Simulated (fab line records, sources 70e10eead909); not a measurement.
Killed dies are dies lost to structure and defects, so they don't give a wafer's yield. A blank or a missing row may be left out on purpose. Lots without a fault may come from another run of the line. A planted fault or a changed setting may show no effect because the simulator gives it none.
Tool commonality check | flow nand_harc | 12 lots, 36 wafers sampled

WHY IT WAS OPENED
At NHARC_P_M2_OVL_MEAS_10 the reading overlay_x_nm is flagged on 1 of 12 lots. Wafers without a fault read 0.2 nm, standard deviation 0.92.
Rule: a lot is flagged when every wafer of it that has a number lies more than 4 standard deviations from that mean, or none has a number. The other lots count as sound.

lot  | measured     | on         | overlay_x_nm (nm), wafer by wafer | flag
L885 | day 6 07:46  | overlay-01 | -1.1 -1.1 -0.8                    |
L886 | day 6 20:28  | overlay-01 | -0.5 -0.2 -0.3                    |
L888 | day 7 17:25  | overlay-01 | -0.1 0.2 0.4                      |
L889 | day 8 05:49  | overlay-02 | 0.9 1.5 0.9                       |
L891 | day 9 01:54  | overlay-02 | -0.6 -0.6 -1.0                    |
L892 | day 9 14:40  | overlay-01 | -1.7 -1.9 -1.6                    |
L893 | day 10 03:23 | overlay-01 | -0.7 -1.0 -0.8                    |
L894 | day 10 08:53 | overlay-01 | 1.1 1.7 0.8                       |
L896 | day 11 02:26 | overlay-01 | 0.9 0.9 1.1                       |
L898 | day 12 11:14 | overlay-02 | 45.5 45.7 45.5                    | FLAGGED
L905 | day 14 16:16 | overlay-02 | -0.8 -0.4 -0.8                    |
L908 | day 15 22:39 | overlay-01 | 0.0 0.4 0.3                       |
The numbers of the flagged lots are 45.6 nm on average: +45.4 nm against the usual, or +49 standard deviations.

WHICH TOOL RAN EACH LOT
The record holds 2 process steps before the reading, out of a route of 1302 steps. In each cell: the tool, then ch and the chambers that the sampled wafers went through, then the start.
lot  | flag    | NHARC_P_M1_ETCH_15                            | NHARC_P_M2_EXPOSE_06
L885 |         | rie_diel-05 ch 0,1,2, day 6 06:17 or earlier  | arfi_scanner-03 ch 0, day 6 07:32
L886 |         | rie_diel-02 ch 0,2,3, day 6 18:59 or earlier  | arfi_scanner-01 ch 0, day 6 20:16
L888 |         | rie_diel-05 ch 0,1,3, day 7 16:04 or earlier  | arfi_scanner-01 ch 0, day 7 17:11
L889 |         | rie_diel-02 ch 0,1,3, day 8 04:20 or earlier  | arfi_scanner-03 ch 0, day 8 05:35
L891 |         | rie_diel-05 ch 0,1,2, day 9 00:26 or earlier  | arfi_scanner-03 ch 0, day 9 01:40
L892 |         | rie_diel-05 ch 0,1,2, day 9 13:01 or earlier  | arfi_scanner-02 ch 0, day 9 14:26
L893 |         | rie_diel-12 ch 0,1,3, day 9 20:49 or earlier  | arfi_scanner-03 ch 0, day 10 03:08
L894 |         | rie_diel-05 ch 0,1, day 10 07:25 or earlier   | arfi_scanner-01 ch 0, day 10 08:40
L896 |         | rie_diel-02 ch 0,2,3, day 11 00:58 or earlier | arfi_scanner-02 ch 0, day 11 02:13
L898 | FLAGGED | rie_diel-05 ch 2,3, day 12 09:51 or earlier   | arfi_scanner-03 ch 0, day 12 11:00
L905 |         | rie_diel-02 ch 0,1,3, day 14 14:46 or earlier | arfi_scanner-02 ch 0, day 14 16:02
L908 |         | rie_diel-05 ch 0,1,3, day 15 21:10 or earlier | arfi_scanner-01 ch 0, day 15 22:25
What these steps do:
- NHARC_P_M1_ETCH_15: etches the open film in C4F8/Ar, target depth 182.5 nm, time 91.2 s.
- NHARC_P_M2_EXPOSE_06: exposes mask P M2, target cd 170 nm.
- NHARC_P_M2_OVL_MEAS_10: pitch 340 nm.

FLAGGED OVER TOTAL, TOOL BY TOOL (the gauges that took the reading come last)
step                   | tool            | lots run | flagged | share of the flagged lots | sound lots run after its first flagged lot
NHARC_P_M1_ETCH_15     | rie_diel-02     | 4        | 0       | none                      | -
NHARC_P_M1_ETCH_15     | rie_diel-05     | 7        | 1       | all                       | 1 (L908)
NHARC_P_M1_ETCH_15     | rie_diel-12     | 1        | 0       | none                      | -
NHARC_P_M2_EXPOSE_06   | arfi_scanner-01 | 4        | 0       | none                      | -
NHARC_P_M2_EXPOSE_06   | arfi_scanner-02 | 3        | 0       | none                      | -
NHARC_P_M2_EXPOSE_06   | arfi_scanner-03 | 5        | 1       | all                       | 0
NHARC_P_M2_OVL_MEAS_10 | overlay-01      | 8        | 0       | none                      | -
NHARC_P_M2_OVL_MEAS_10 | overlay-02      | 4        | 1       | all                       | 1 (L905)
NHARC_P_M1_ETCH_15 gives no start for some lots, so the hours and the order of its lots are those of NHARC_P_M1_INSPECT_27.

WHAT THE TABLE ALLOWS
3 rows of the table ran every flagged lot: rie_diel-05 at NHARC_P_M1_ETCH_15, arfi_scanner-03 at NHARC_P_M2_EXPOSE_06, overlay-02 at NHARC_P_M2_OVL_MEAS_10.
- rie_diel-05 at NHARC_P_M1_ETCH_15: 1 of its 7 lots flagged. Sound lots ran on it after the first flagged one (L908), which a lasting fault on the whole tool wouldn't allow.
- arfi_scanner-03 at NHARC_P_M2_EXPOSE_06: 1 of its 5 lots flagged. Its last sound lot is L893 (day 10 03:08), its first flagged lot L898 (day 12 11:00): a fault that began between those two fits.
- overlay-02 at NHARC_P_M2_OVL_MEAS_10: 1 of its 4 lots flagged. Sound lots ran on it after the first flagged one (L905), which a lasting fault on the whole tool wouldn't allow.
One tool is left: arfi_scanner-03 at NHARC_P_M2_EXPOSE_06.

WHAT THE SIMULATOR HAD PUT IN
Scanner matching overlay: arfi_scanner-03, from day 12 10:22 on, at NHARC_P_M2_EXPOSE_06. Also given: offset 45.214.
Lots struck among those shown: L898. The rule above found the same.
